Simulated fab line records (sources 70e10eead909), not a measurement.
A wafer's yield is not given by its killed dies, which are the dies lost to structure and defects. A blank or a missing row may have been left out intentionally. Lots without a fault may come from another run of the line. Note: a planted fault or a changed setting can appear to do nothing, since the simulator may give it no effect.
What tool caused it?    flow nand-harc    Sampling: 6 lots, 18 wafers, 3 of 1159 route steps

WHAT THE GAUGES SHOWED, per wafer
NHARC_A_CHANNEL_HOLE_D1_INSPECT_40.
lot   measured      on                 raw-defect-count
L346  day 8 22:38   defect-inspect-02  63 42 71
L348  day 9 12:19   defect-inspect-01  40 59 46
L350  day 9 20:58   defect-inspect-01  88 62 54
L360  day 12 08:52  defect-inspect-02  429 447 388
L367  day 14 01:32  defect-inspect-01  44 51 65
L366  day 14 09:49  defect-inspect-01  47 64 58

TOOL THAT RAN EACH LOT (tool first, then ch and the chambers of the sampled wafers, then the start)
lot   NHARC_A_CHANNEL_HOLE_D1_ETCH_19   NHARC_A_CHANNEL_HOLE_D1_ETCH_24
L346  har-etch-02 ch 1, day 8 16:57     har-etch-02 ch 1, day 8 19:11
L348  har-etch-02 ch 0,1, day 9 06:37   har-etch-02 ch 0,1, day 9 08:45
L350  har-etch-01 ch 0,1, day 9 15:12   har-etch-01 ch 0,1, day 9 17:20
L360  har-etch-01 ch 0,1, day 12 03:13  har-etch-01 ch 0,1, day 12 05:34
L367  har-etch-02 ch 0,1, day 13 19:47  har-etch-02 ch 0,1, day 13 21:55
L366  har-etch-02 ch 0,1, day 14 04:09  har-etch-02 ch 0,1, day 14 06:22
- NHARC_A_CHANNEL_HOLE_D1_ETCH_19: etches the open film in C4F8/O2/Ar, time 34.5 s.
- NHARC_A_CHANNEL_HOLE_D1_ETCH_24: etches the open film in C4F8/O2/Ar, time 906.2 s, target depth 1500 nm.

THE ANSWER, worked out from the rows above alone
Rule: what is usual is taken from the lots themselves. Put in order of their means at a reading, lots are off if they are a third of the lots or fewer, leave a main group of 4 or more, and stand apart from it by a gap of 3 or more times the standard deviation of the main group's means; of several such gaps the widest counts. A main group is skipped when, at the precision printed for the reading in the tables above, its means are all equal. Also off: a lot with no number at a reading for which 4 or more lots have one. All remaining lots with rows at the step are treated as sound.
Off: L360 (NHARC_A_CHANNEL_HOLE_D1_INSPECT_40, raw-defect-count). The main group: mean 57, standard deviation 6.5.
If a tool, at a process step before that reading, ran all the lots that are off and no sound lot after the first of them, it fits. Those tools and the gauges at NHARC_A_CHANNEL_HOLE_D1_INSPECT_40 are tried in the same way. Can't be told from this: 2 tools fit, har-etch-01 at NHARC_A_CHANNEL_HOLE_D1_ETCH_19 and NHARC_A_CHANNEL_HOLE_D1_ETCH_24, defect-inspect-02 at NHARC_A_CHANNEL_HOLE_D1_INSPECT_40.

WHAT THE SIMULATOR HAD PUT IN
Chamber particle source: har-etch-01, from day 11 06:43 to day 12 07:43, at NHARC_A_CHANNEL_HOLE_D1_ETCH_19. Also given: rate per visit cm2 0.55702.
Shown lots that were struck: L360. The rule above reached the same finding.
